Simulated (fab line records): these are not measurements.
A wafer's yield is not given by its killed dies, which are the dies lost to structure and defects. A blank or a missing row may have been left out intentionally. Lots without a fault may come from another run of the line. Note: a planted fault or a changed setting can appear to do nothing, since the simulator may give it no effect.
fab line records ; flow nand-harc
record: lots: 6; wafers: 18; last-day: 31
route steps=1302 shown A_CHANNEL_HOLE_D2@580
lots untouched by any fault: they come from a run of this same line in which no faults occurred
start-h: hours from the record's first day to the start of the lot's first wafer shown ; wait-h: hours since the lot's step before ; " unchanged from the row above ; L1.1+2: a row that stands for several wafers ; - no value, or no start was given ; * or withheld: withheld ; < > ~ a bound
route shown NAME@n: a module of which the file shows steps, and the number in the route of the first ; usual: mean/standard deviation of fault-free wafers ; same: alike in all rows ; chamber/n: place in a boat ; sites: each site's reading ; _std_site: the standard deviation of these ; _edge_site: inner sites' mean taken away from outer sites' mean ; radius-mm: for every site, how far away it sits from the centre of the wafer ; mask NAME#n: copy n ; behind: the last tool/chamber to shape the wafer ; hold: reason for holding the lot/hours on hold/outcome of the hold ; device: the transistor (n, p or np) that didn't switch ; end of line: the same wafers' tests at the end of the route ; a step given without rows: its recipe and nothing more ; killed: at the first sort, the dies lost to defects and structure; wafer yield is something else ; map: shows each die of a wafer: x if killed, . if not, _ if none is there
set.NAME: the setting as run; set.NAME@STEP: as run at that earlier step ; model.NAME: the simulator's own value behind a step, which no gauge read
lots at some steps of the route; a table a step, a row a wafer
services: a tool's chamber out of use, with start hour (start-h, from the record's first day; less than 0 if before it), hours out, and reason
== steps ==
step: NHARC_A_CHANNEL_HOLE_D2_PEB_08
recipe: peb-temp-c: 100; peb-time-s: 65
step: NHARC_A_CHANNEL_HOLE_D2_DEVELOP_09
recipe: develop-time-s: 35; dev-temp-c: 23
step: NHARC_A_CHANNEL_HOLE_D2_CD_MEAS_10
recipe: target-cd-nm: 100; landing-energy-ev: 500
usual: cd-nm: 99.6/0.71
same: landing-energy-ev: 500
lot.wafer;tool;chamber;start-h;wait-h;cd-nm
L861.3;cd-sem-03;0;284.21;-;98.3
L861.4;cd-sem-03;0;284.21;-;99.0
L861.5;cd-sem-03;0;284.21;-;98.5
L863.2;cd-sem-02;0;311.86;-;99.1
L863.3;cd-sem-02;0;311.86;-;97.8
L863.6;cd-sem-02;0;311.86;-;98.8
L872.1;cd-sem-02;0;405.02;-;99.5
L872.4;cd-sem-02;0;405.02;-;100.3
L872.5;cd-sem-02;0;405.02;-;99.6
L873.2;cd-sem-03;0;409.85;-;99.8
L873.5;cd-sem-03;0;409.85;-;99.1
L873.6;cd-sem-03;0;409.85;-;99.1
L877.1;cd-sem-01;0;454.36;-;98.4
L877.3;cd-sem-01;0;454.36;-;98.1
L877.6;cd-sem-01;0;454.36;-;100.1
L880.3;cd-sem-01;0;472.12;-;99.4
L880.4;cd-sem-01;0;472.12;-;98.6
L880.6;cd-sem-01;0;472.12;-;100.3
step: NHARC_A_CHANNEL_HOLE_D2_OVL_MEAS_11
usual: overlay-x-nm: 0.0/0.74; overlay-y-nm: -0.2/0.88
lot.wafer;tool;chamber;start-h;wait-h;overlay-x-nm;overlay-y-nm
L861.3;overlay-01;-;284.29;-;1.0;-0.3
L861.4;overlay-01;-;284.29;-;0.7;-0.2
L861.5;overlay-01;-;284.29;-;0.6;-0.3
L863.2;overlay-01;-;311.95;-;0.2;0.2
L863.3;overlay-01;-;311.95;-;-0.1;-0.3
L863.6;overlay-01;-;311.95;-;0.6;-0.2
L872.1;overlay-01;-;405.10;-;0.6;0.6
L872.4;overlay-01;-;405.10;-;0.3;1.0
L872.5;overlay-01;-;405.10;-;0.3;-0.1
L873.2;overlay-01;-;409.93;-;-1.4;0.5
L873.5;overlay-01;-;409.93;-;-0.8;0.6
L873.6;overlay-01;-;409.93;-;-0.8;-0.3
L877.1;overlay-02;-;454.45;-;-0.1;-0.8
L877.3;overlay-02;-;454.45;-;0.2;-1.3
L877.6;overlay-02;-;454.45;-;-0.5;-1.4
L880.3;overlay-02;-;472.20;-;0.5;0.5
L880.4;overlay-02;-;472.20;-;0.3;0.0
L880.6;overlay-02;-;472.20;-;0.6;0.3
step: NHARC_A_CHANNEL_HOLE_D2_INSPECT_12
usual: raw-defect-count: 27/21
lot.wafer;tool;chamber;start-h;wait-h;raw-defect-count
L861.3;defect-inspect-01;-;284.33;0.0;54
L861.4;defect-inspect-01;-;284.33;0.0;61
L861.5;defect-inspect-01;-;284.33;0.0;44
L863.2;defect-inspect-01;-;311.99;0.0;54
L863.3;defect-inspect-01;-;311.99;0.0;57
L863.6;defect-inspect-01;-;311.99;0.0;56
L872.1;defect-inspect-01;-;405.14;0.0;15
L872.4;defect-inspect-01;-;405.14;0.0;10
L872.5;defect-inspect-01;-;405.14;0.0;18
L873.2;defect-inspect-01;-;409.97;0.0;11
L873.5;defect-inspect-01;-;409.97;0.0;13
L873.6;defect-inspect-01;-;409.97;0.0;11
L877.1;defect-inspect-02;-;454.48;0.0;47
L877.3;defect-inspect-02;-;454.48;0.0;44
L877.6;defect-inspect-02;-;454.48;0.0;56
L880.3;defect-inspect-01;-;472.24;0.0;53
L880.4;defect-inspect-01;-;472.24;0.0;55
L880.6;defect-inspect-01;-;472.24;0.0;54
step: NHARC_A_CHANNEL_HOLE_D2_DESCUM_15
recipe: time-s: 3; o2-flow-sccm: 200; ar-flow-sccm: 0; bias-power-w: 0; chemistry: O2
usual: drypump-motor-current-A: 5.8/0.44; oes-product-au: 1.007/0.013; rf-vpp-V: 57.8/0.9; showerhead-plenum-p-Torr: 1.94/0.088; throttle-valve-pct: 11.311/0.0089
lot.wafer;tool;chamber;start-h;wait-h;drypump-motor-current-A;oes-product-au;rf-hours-counter-h;rf-vpp-V;showerhead-plenum-p-Torr;throttle-valve-pct
L861.3;rie-diel-09;3;284.40;0.1;5.7;0.987;5.2;58.2;2.01;11.313
L861.4;rie-diel-09;0;284.40;0.1;5.0;0.995;5.4;58.3;1.84;11.311
L861.5;rie-diel-09;1;284.40;0.1;6.1;1.006;-;57.9;1.90;11.300
L863.2;rie-diel-09;2;312.05;0.1;6.3;1.012;7.3;56.6;1.83;11.314
L863.3;rie-diel-09;1;312.05;0.1;6.1;0.988;7.1;57.7;1.90;11.316
L863.6;rie-diel-09;3;312.05;0.1;5.8;1.013;-;58.3;2.01;11.314
L872.4;rie-diel-05;3;405.21;0.1;6.3;1.022;6.9;57.5;2.02;11.307
L872.1;rie-diel-05;0;405.21;0.1;5.1;0.994;4.9;57.4;2.02;11.297
L872.5;rie-diel-05;3;405.21;0.1;6.3;1.010;-;57.1;2.02;11.320
L873.2;rie-diel-09;2;410.05;0.1;6.3;1.003;4.6;58.4;1.83;11.310
L873.6;rie-diel-09;3;410.05;0.1;5.8;1.010;-;59.0;2.01;11.311
L873.5;rie-diel-09;0;410.05;0.1;4.9;1.011;-;58.1;1.84;11.312
L877.1;rie-diel-09;0;454.54;0.1;4.9;1.004;6.6;58.5;1.84;11.315
L877.3;rie-diel-09;2;454.54;0.1;6.3;0.997;6.6;58.6;1.83;11.312
L877.6;rie-diel-09;1;454.54;0.1;6.1;1.022;-;57.0;1.89;11.322
L880.4;rie-diel-01;0;472.30;0.1;5.5;1.004;4.9;56.5;1.84;11.301
L880.3;rie-diel-01;1;472.30;0.1;5.7;1.001;4.2;58.5;2.01;11.315
L880.6;rie-diel-01;1;472.30;0.1;5.7;1.001;-;57.6;2.01;11.291
step: NHARC_A_CHANNEL_HOLE_D2_ETCH_38
recipe: target-depth-a: 390; over-etch-frac: 0.3; time-s: 65; ion-energy-ev: 80; cf4-flow-sccm: 150; ar-flow-sccm: 0; rf-w: 300; bias-w: 100; chemistry: CF4
usual: drypump-motor-current-A: 5.8/0.43; oes-product-au: 1.007/0.013; rf-vpp-V: 151.3/1.3; showerhead-plenum-p-Torr: 1.78/0.075; throttle-valve-pct: 13.284/0.009
lot.wafer;tool;chamber;start-h;wait-h;drypump-motor-current-A;oes-product-au;rf-hours-counter-h;rf-vpp-V;showerhead-plenum-p-Torr;throttle-valve-pct
L861.4;rie-diel-09;1;284.49;0.1;6.1;1.002;5.8;151.9;1.75;13.290
L861.3;rie-diel-09;2;284.49;0.1;6.3;1.015;5.8;150.2;1.70;13.292
L861.5;rie-diel-09;0;284.49;0.1;5.0;0.993;-;150.5;1.71;13.276
L863.3;rie-diel-09;2;312.15;0.1;6.3;1.015;7.3;152.1;1.70;13.294
L863.2;rie-diel-09;1;312.15;0.1;6.1;1.000;7.1;150.4;1.75;13.286
L863.6;rie-diel-09;3;312.15;0.1;5.8;1.008;-;152.9;1.85;13.301
L872.4;rie-diel-05;2;405.29;0.1;6.3;1.007;6.2;152.4;1.88;13.276
L872.1;rie-diel-05;3;405.29;0.1;6.3;1.014;6.9;153.2;1.86;13.293
L872.5;rie-diel-05;2;405.29;0.1;6.3;1.023;-;153.4;1.88;13.298
L873.2;rie-diel-09;2;410.11;0.1;6.3;1.007;4.6;148.6;1.69;13.287
L873.6;rie-diel-09;2;410.11;0.1;6.3;1.010;-;150.2;1.69;13.273
L873.5;rie-diel-09;3;410.11;0.1;5.8;1.017;-;150.9;1.85;13.281
L877.1;rie-diel-09;3;454.64;0.1;5.8;1.001;6.4;153.6;1.85;13.283
L877.3;rie-diel-09;0;454.64;0.1;5.0;0.990;6.6;151.1;1.70;13.283
L877.6;rie-diel-09;2;454.64;0.1;6.3;1.002;-;150.2;1.69;13.269
L880.4;rie-diel-01;1;472.38;0.1;5.7;1.005;4.2;153.7;1.85;13.289
L880.3;rie-diel-01;0;472.38;0.1;5.5;1.010;4.9;150.8;1.70;13.285
L880.6;rie-diel-01;2;472.38;0.1;5.4;0.991;-;152.1;1.83;13.269
step: NHARC_A_CHANNEL_HOLE_D2_ETCH_39
recipe: target-depth-a: 2600; over-etch-frac: 0.3; time-s: 325; ion-energy-ev: 200; n2-flow-sccm: 150; h2-flow-sccm: 150; ar-flow-sccm: 0; rf-w: 400; bias-w: 150; chemistry: N2/H2
usual: drypump-motor-current-A: 5.8/0.45; oes-product-au: 1.006/0.013; rf-vpp-V: 431.1/2.7; showerhead-plenum-p-Torr: 2.06/0.095; throttle-valve-pct: 14.172/0.0099
lot.wafer;tool;chamber;start-h;wait-h;drypump-motor-current-A;oes-product-au;rf-hours-counter-h;rf-vpp-V;showerhead-plenum-p-Torr;throttle-valve-pct
L861.4;rie-diel-09;0;-;-;4.9;0.992;5.5;428.9;1.96;14.164
L861.3;rie-diel-09;3;-;-;5.8;0.998;5.3;432.7;2.14;14.168
L861.5;rie-diel-09;0;-;-;5.0;0.998;-;427.6;1.96;14.180
L863.3;rie-diel-09;2;-;-;6.3;1.011;7.4;425.6;1.95;14.167
L863.2;rie-diel-09;1;-;-;6.1;0.994;7.2;430.0;2.02;14.173
L863.6;rie-diel-09;2;-;-;6.3;1.012;-;427.0;1.95;14.181
L872.4;rie-diel-05;1;-;-;6.3;1.027;6.0;431.1;2.05;14.171
L872.1;rie-diel-05;3;-;-;6.3;1.022;6.9;433.5;2.16;14.175
L872.5;rie-diel-05;1;-;-;6.3;1.020;-;431.9;2.05;14.171
L873.2;rie-diel-09;0;-;-;4.9;1.010;4.7;427.4;1.96;14.167
L873.6;rie-diel-09;0;-;-;4.9;1.016;-;427.2;1.96;14.186
L873.5;rie-diel-09;1;-;-;6.1;1.020;-;430.3;2.02;14.162
L877.3;rie-diel-09;1;-;-;6.1;1.027;6.9;431.3;2.02;14.183
L877.1;rie-diel-09;3;-;-;5.8;1.015;6.5;433.9;2.14;14.178
L877.6;rie-diel-09;1;-;-;6.1;1.025;-;430.0;2.02;14.185
L880.4;rie-diel-01;2;-;-;5.3;1.000;4.4;434.0;2.12;14.174
L880.3;rie-diel-01;1;-;-;5.7;1.010;4.3;432.9;2.15;14.164
L880.6;rie-diel-01;2;-;-;5.4;0.979;-;433.0;2.12;14.171
step: NHARC_A_CHANNEL_HOLE_D2_ETCH_34
recipe: target-depth-a: 1540; time-s: 77; cf4-flow-sccm: 100; chf3-flow-sccm: 30; ar-flow-sccm: 0; rf-w: 500; bias-w: 200; chemistry: CF4/CHF3
step: NHARC_A_CHANNEL_HOLE_D2_ETCH_16
recipe: target-depth-a: 31000; over-etch-frac: 0.3; time-s: 806; ion-energy-ev: 150; o2-flow-sccm: 400; cos-flow-sccm: 20; ar-flow-sccm: 0; rf-w: 500; bias-w: 300; chemistry: O2/COS
step: NHARC_A_CHANNEL_HOLE_D2_CD_MEAS_18
usual: cd-nm: 100.1/2.9
lot.wafer;tool;chamber;start-h;wait-h;cd-nm
L861.3;cd-sem-03;-;285.50;-;101.6
L861.4;cd-sem-03;-;285.50;-;102.7
L861.5;cd-sem-03;-;285.50;-;103.6
L863.2;cd-sem-02;-;313.37;-;93.4
L863.3;cd-sem-02;-;313.37;-;97.7
L863.6;cd-sem-02;-;313.37;-;97.5
L872.1;cd-sem-01;-;406.31;-;101.8
L872.4;cd-sem-01;-;406.31;-;102.4
L872.5;cd-sem-01;-;406.31;-;102.1
L873.2;cd-sem-02;-;411.13;-;99.8
L873.5;cd-sem-02;-;411.13;-;97.9
L873.6;cd-sem-02;-;411.13;-;99.2
L877.1;cd-sem-03;-;455.65;-;100.8
L877.3;cd-sem-03;-;455.65;-;97.4
L877.6;cd-sem-03;-;455.65;-;99.1
L880.3;cd-sem-01;-;473.41;-;98.0
L880.4;cd-sem-01;-;473.41;-;102.4
L880.6;cd-sem-01;-;473.41;-;99.8
step: NHARC_A_CHANNEL_HOLE_D2_ETCH_19
recipe: bias-v: 1200; source-w: 2500; pressure-mtorr: 15; time-s: 34.5; ar-flow-sccm: 375; c4f8-flow-sccm: 28.8; o2-flow-sccm: 96.2; temp-c: -20; target-depth-a: *; chemistry: C4F8/O2/Ar
step: NHARC_A_CHANNEL_HOLE_D2_ETCH_20
recipe: bias-v: 3000; source-w: withheld; pressure-mtorr: 20; time-s: 361.9; ar-flow-sccm: 375; c4f8-flow-sccm: 89.3; o2-flow-sccm: 35.7; temp-c: -20; target-depth-a: 16000; chemistry: C4F8/O2/Ar
usual: drypump-motor-current-A: 5.51/0.24; showerhead-plenum-p-Torr: 3.69/0.089; throttle-valve-pct: 32.155/0.0096
lot.wafer;tool;chamber;start-h;wait-h;drypump-motor-current-A;rf-hours-counter-h;showerhead-plenum-p-Torr;throttle-valve-pct
L861.4;har-etch-01;0;290.50;0.2;5.62;-;3.70;32.161
L861.3;har-etch-01;1;290.50;0.2;5.48;-;3.70;32.146
L861.5;har-etch-01;1;290.50;0.2;5.48;-;3.70;32.146
L863.2;har-etch-02;1;315.27;0.1;5.06;371;3.73;32.161
L863.3;har-etch-02;0;315.27;0.1;5.76;-;3.60;32.163
L863.6;har-etch-02;1;315.27;0.1;5.06;-;3.72;32.141
L872.1;har-etch-02;0;409.02;0.1;5.77;11;3.93;32.154
L872.4;har-etch-02;1;409.02;0.1;5.07;-;3.70;32.137
L872.5;har-etch-02;0;409.02;0.1;5.75;-;3.93;32.147
L873.2;har-etch-02;1;413.16;0.1;5.08;15;3.70;32.161
L873.6;har-etch-02;1;413.16;0.1;5.07;-;3.70;32.171
L873.5;har-etch-02;0;413.16;0.1;5.77;-;3.92;32.154
L877.1;har-etch-01;1;456.46;0.1;5.47;260;3.64;32.159
L877.3;har-etch-01;0;456.46;0.1;5.64;-;3.64;32.151
L877.6;har-etch-01;0;456.46;0.1;5.65;-;3.64;32.162
L880.4;har-etch-01;0;479.20;0.2;5.63;-;3.63;32.150
L880.3;har-etch-01;1;479.20;0.2;5.50;-;3.63;32.157
L880.6;har-etch-01;0;479.20;0.2;5.64;-;3.63;32.168
step: NHARC_A_CHANNEL_HOLE_D2_ETCH_21
recipe: bias-v: 3000; source-w: withheld; pressure-mtorr: 20; time-s: 514.3; ar-flow-sccm: 375; c4f8-flow-sccm: 89.3; o2-flow-sccm: 35.7; temp-c: -20; target-depth-a: 16000; chemistry: C4F8/O2/Ar
step: NHARC_A_CHANNEL_HOLE_D2_ETCH_22
recipe: bias-v: 3000; source-w: withheld; pressure-mtorr: 20; time-s: 666.7; ar-flow-sccm: 375; c4f8-flow-sccm: 89.3; o2-flow-sccm: 35.7; temp-c: -20; target-depth-a: 16000; chemistry: C4F8/O2/Ar
step: NHARC_A_CHANNEL_HOLE_D2_ETCH_23
recipe: bias-v: 5000; source-w: withheld; pressure-mtorr: 20; time-s: 819; ar-flow-sccm: 375; c4f8-flow-sccm: 89.3; o2-flow-sccm: 35.7; temp-c: -20; target-depth-a: 16000; chemistry: C4F8/O2/Ar
step: NHARC_A_CHANNEL_HOLE_D2_ETCH_24
recipe: bias-v: 5000; source-w: withheld; pressure-mtorr: 20; time-s: 906.2; ar-flow-sccm: 375; c4f8-flow-sccm: 93.8; o2-flow-sccm: 31.2; temp-c: -20; target-depth-a: 15000; chemistry: C4F8/O2/Ar
step: NHARC_A_CHANNEL_HOLE_D2_ETCH_25
recipe: bias-v: 5000; source-w: withheld; pressure-mtorr: 20; time-s: 1040.2; ar-flow-sccm: 375; c4f8-flow-sccm: 93.8; o2-flow-sccm: 31.2; temp-c: -20; target-depth-a: 15000; chemistry: C4F8/O2/Ar
step: NHARC_A_CHANNEL_HOLE_D2_ETCH_26
recipe: bias-v: 300; source-w: 2000; pressure-mtorr: 30; time-s: 224.1; ar-flow-sccm: 375; c4f8-flow-sccm: 11.4; o2-flow-sccm: 113.6; temp-c: -20; target-depth-a: 3000; chemistry: C4F8/O2/Ar
usual: drypump-motor-current-A: 5.51/0.23; showerhead-plenum-p-Torr: 3.74/0.093; throttle-valve-pct: 24.583/0.0099
lot.wafer;tool;chamber;start-h;wait-h;drypump-motor-current-A;rf-hours-counter-h;showerhead-plenum-p-Torr;throttle-valve-pct
L861.4;har-etch-01;0;294.11;0.5;5.64;-;3.74;24.574
L861.3;har-etch-01;1;294.11;0.5;5.50;-;3.74;24.589
L861.5;har-etch-01;1;294.11;0.5;5.48;-;3.74;24.569
L863.2;har-etch-02;1;318.92;0.6;5.08;374;3.77;24.586
L863.3;har-etch-02;0;318.92;0.6;5.76;-;3.64;24.588
L863.6;har-etch-02;1;318.92;0.6;5.07;-;3.77;24.576
L872.1;har-etch-02;0;412.69;0.6;5.76;15;3.98;24.591
L872.4;har-etch-02;1;412.69;0.6;5.06;-;3.74;24.575
L872.5;har-etch-02;0;412.69;0.6;5.76;-;3.98;24.578
L873.2;har-etch-02;1;416.81;0.7;5.05;19;3.74;24.593
L873.6;har-etch-02;1;416.81;0.7;5.06;-;3.74;24.588
L873.5;har-etch-02;0;416.81;0.7;5.77;-;3.98;24.598
L877.1;har-etch-01;1;460.11;0.6;5.48;264;3.68;24.579
L877.3;har-etch-01;0;460.11;0.6;5.64;-;3.68;24.586
L877.6;har-etch-01;0;460.11;0.6;5.62;-;3.68;24.579
L880.4;har-etch-01;0;482.83;0.5;5.63;-;3.67;24.573
L880.3;har-etch-01;1;482.83;0.5;5.48;-;3.67;24.590
L880.6;har-etch-01;0;482.83;0.5;5.63;-;3.67;24.583
step: NHARC_A_CHANNEL_HOLE_D2_ETCH_27
recipe: bias-v: 400; source-w: 2000; pressure-mtorr: 25; time-s: 90; ar-flow-sccm: 375; c4f8-flow-sccm: 41.7; o2-flow-sccm: 83.3; temp-c: -20; target-depth-a: 4000; chemistry: C4F8/O2/Ar
usual: drypump-motor-current-A: 5.51/0.24; showerhead-plenum-p-Torr: 3.73/0.091; throttle-valve-pct: 27.620/0.0086
lot.wafer;tool;chamber;start-h;wait-h;drypump-motor-current-A;rf-hours-counter-h;showerhead-plenum-p-Torr;throttle-valve-pct
L861.4;har-etch-01;0;294.30;0.2;5.64;-;3.74;27.617
L861.3;har-etch-01;1;294.30;0.2;5.49;-;3.74;27.611
L861.5;har-etch-01;1;294.30;0.2;5.49;-;3.74;27.619
L863.2;har-etch-02;1;319.12;0.2;5.07;374;3.76;27.635
L863.3;har-etch-02;0;319.12;0.2;5.77;-;3.64;27.609
L863.6;har-etch-02;1;319.12;0.2;5.07;-;3.76;27.615
L872.1;har-etch-02;0;412.89;0.2;5.78;15;3.97;27.627
L872.4;har-etch-02;1;412.89;0.2;5.06;-;3.74;27.621
L872.5;har-etch-02;0;412.89;0.2;5.77;-;3.97;27.615
L873.2;har-etch-02;1;417.01;0.2;5.06;19;3.74;27.601
L873.6;har-etch-02;1;417.01;0.2;5.07;-;3.74;27.627
L873.5;har-etch-02;0;417.01;0.2;5.78;-;3.97;27.615
L877.1;har-etch-01;1;460.31;0.2;5.50;264;3.68;27.619
L877.3;har-etch-01;0;460.31;0.2;5.66;-;3.68;27.636
L877.6;har-etch-01;0;460.31;0.2;5.65;-;3.68;27.612
L880.4;har-etch-01;0;483.02;0.2;5.65;-;3.67;27.618
L880.3;har-etch-01;1;483.02;0.2;5.49;-;3.67;27.607
L880.6;har-etch-01;0;483.02;0.2;5.66;-;3.67;27.624
step: NHARC_A_CHANNEL_HOLE_D2_STRIP_41
recipe: n2-flow-sccm: 150; h2-flow-sccm: 150; ar-flow-sccm: 0; bias-w: 0; chemistry: N2/H2
step: NHARC_A_CHANNEL_HOLE_D2_STRIP_42
recipe: cf4-flow-sccm: 100; chf3-flow-sccm: 30; ar-flow-sccm: 0; bias-w: 0; chemistry: CF4/CHF3
step: NHARC_A_CHANNEL_HOLE_D2_STRIP_43
recipe: o2-flow-sccm: 400; cos-flow-sccm: 20; ar-flow-sccm: 0; bias-w: 0; chemistry: O2/COS
step: NHARC_A_CHANNEL_HOLE_D2_ETCH_44
recipe: target-depth-a: 1400; overetch-a: 140; time-s: 77; ion-energy-ev: 100; cf4-flow-sccm: 80; o2-flow-sccm: 20; ar-flow-sccm: 0; rf-w: 300; bias-w: 100; chemistry: CF4/O2
step: NHARC_A_CHANNEL_HOLE_D2_STRIP_28
recipe: o2-flow-sccm: 500; ar-flow-sccm: 0; bias-w: 0; chemistry: O2
step: NHARC_A_CHANNEL_HOLE_D2_PRECLEAN_29
recipe: time-s: *; temp-c: 50; bath-age-min: 0; chemistry: SC1
step: NHARC_A_CHANNEL_HOLE_D2_SRD_30
step: NHARC_A_CHANNEL_HOLE_D2_CD_MEAS_31
usual: cd-nm: 89.3/1.6
lot.wafer;tool;chamber;start-h;wait-h;cd-nm
L861.3;cd-sem-03;-;295.95;-;88.7
L861.4;cd-sem-03;-;295.95;-;87.7
L861.5;cd-sem-03;-;295.95;-;88.0
L863.2;cd-sem-02;-;320.78;-;86.9
L863.3;cd-sem-02;-;320.78;-;90.3
L863.6;cd-sem-02;-;320.78;-;88.4
L872.1;cd-sem-01;-;414.40;-;87.1
L872.4;cd-sem-01;-;414.40;-;88.5
L872.5;cd-sem-01;-;414.40;-;87.9
L873.2;cd-sem-03;-;418.55;-;91.3
L873.5;cd-sem-03;-;418.55;-;91.9
L873.6;cd-sem-03;-;418.55;-;90.4
L877.1;cd-sem-03;-;461.83;-;87.1
L877.3;cd-sem-03;-;461.83;-;88.0
L877.6;cd-sem-03;-;461.83;-;90.0
L880.3;cd-sem-03;-;484.53;-;91.6
L880.4;cd-sem-03;-;484.53;-;88.1
L880.6;cd-sem-03;-;484.53;-;91.4
step: NHARC_A_CHANNEL_HOLE_D2_XSEM_32
recipe: landing-energy-ev: 35000
usual: bot-cd-nm: 73.7/1.7; bow-nm: 8.63/0.27; tilt-deg: 0.08/0.034
same: landing-energy-ev: 35000
lot.wafer;tool;chamber;start-h;wait-h;bot-cd-nm;bow-nm;tilt-deg
L861.3;xsem-01;0;296.04;0.1;74.0;9.02;0.10
L861.4;xsem-01;0;296.04;0.1;72.2;8.98;0.10
L861.5;xsem-01;0;296.04;0.1;72.3;8.95;0.10
L863.2;xsem-01;0;320.87;0.1;70.6;8.35;0.06
L863.3;xsem-01;0;320.87;0.1;73.0;8.44;0.06
L863.6;xsem-01;0;320.87;0.1;71.9;8.38;0.06
L872.1;xsem-01;0;414.49;0.1;71.4;11.84;0.09
L872.4;xsem-01;0;414.49;0.1;73.5;8.74;0.09
L872.5;xsem-01;0;414.49;0.1;71.9;11.93;0.09
L873.2;xsem-01;0;418.64;0.1;75.9;8.81;0.10
L873.5;xsem-01;0;418.64;0.1;76.0;11.54;0.11
L873.6;xsem-01;0;418.64;0.1;75.0;8.67;0.11
L877.1;xsem-01;0;461.93;0.1;72.2;8.29;0.11
L877.3;xsem-01;0;461.93;0.1;72.7;8.35;0.11
L877.6;xsem-01;0;461.93;0.1;74.7;8.37;0.11
L880.3;xsem-02;0;484.64;0.1;75.8;8.85;0.10
L880.4;xsem-02;0;484.64;0.1;72.4;8.84;0.11
L880.6;xsem-02;0;484.64;0.1;75.7;8.86;0.11
step: NHARC_A_CHANNEL_HOLE_D2_INSPECT_40
usual: raw-defect-count: 289/93
lot.wafer;tool;chamber;start-h;wait-h;raw-defect-count
L861.3;defect-inspect-01;-;296.13;-;291
L861.4;defect-inspect-01;-;296.13;-;286
L861.5;defect-inspect-01;-;296.13;-;222
L863.2;defect-inspect-01;-;320.96;-;324
L863.3;defect-inspect-01;-;320.96;-;385
L863.6;defect-inspect-01;-;320.96;-;338
L872.1;defect-inspect-02;-;414.58;-;215
L872.4;defect-inspect-02;-;414.58;-;149
L872.5;defect-inspect-02;-;414.58;-;201
L873.2;defect-inspect-02;-;418.73;-;171
L873.5;defect-inspect-02;-;418.73;-;189
L873.6;defect-inspect-02;-;418.73;-;253
L877.1;defect-inspect-01;-;462.03;-;306
L877.3;defect-inspect-01;-;462.03;-;277
L877.6;defect-inspect-01;-;462.03;-;285
L880.3;defect-inspect-01;-;484.76;-;277
L880.4;defect-inspect-01;-;484.76;-;281
L880.6;defect-inspect-01;-;484.76;-;380
== services ==
tool;chamber;start-h;hours;kind
rie-diel-09;0;274.63;-;clean
rie-diel-09;1;274.63;-;clean
rie-diel-09;2;274.63;-;clean
rie-diel-09;3;274.63;-;clean
rie-diel-09;3;289.91;5.8;repair
rie-diel-05;0;292.45;5.7;repair
rie-diel-09;0;299.13;-;clean
rie-diel-09;1;299.13;-;clean
rie-diel-09;2;299.13;-;clean
rie-diel-09;3;299.13;-;clean
rie-diel-09;0;309.76;4.6;repair
rie-diel-05;0;309.99;12.3;repair
rie-diel-09;-;320.11;9.0;pm
rie-diel-09;0;320.11;9.0;vent-cycle
rie-diel-09;1;320.11;9.0;vent-cycle
rie-diel-09;2;320.11;9.0;vent-cycle
rie-diel-09;3;320.11;9.0;vent-cycle
rie-diel-09;0;329.11;-;clean
rie-diel-09;1;329.11;-;clean
xsem-01;-;374.00;14.0;pm
har-etch-02;-;377.00;17.0;pm
rie-diel-01;-;380.82;9.0;pm
rie-diel-05;-;406.62;9.0;pm
rie-diel-05;3;482.70;7.7;repair
== key ==
first-sign: step: NHARC_A_CHANNEL_HOLE_D2_XSEM_32; reading: bow-nm; direction: up; sigmas: 12; usual: 8.63; struck: 11.77
effect none on later readings
met-at NHARC_A_CHANNEL_HOLE_D2_ETCH_20
struck-wafers L872.1,L872.5,L873.5
tester-left-out L872,L873
onset-between 315.27 409.02
fault: kind: process-parameter-drift; tool: har-etch-02; chamber: 0; onset-h: 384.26; steps: NHARC_A_CHANNEL_HOLE_D2_ETCH_20; channel: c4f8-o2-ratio; offset: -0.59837; shape: step; end-h: 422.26; acts-in: these-recipes-only; stated: 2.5
tester-left-out: of these lots the tester's yield and bins aren't shown, on N5 and GAA mostly nor the transistor test; their killed dies are dies lost to structure and defects alone, not to doping, threshold or leakage, so they don't give the yield
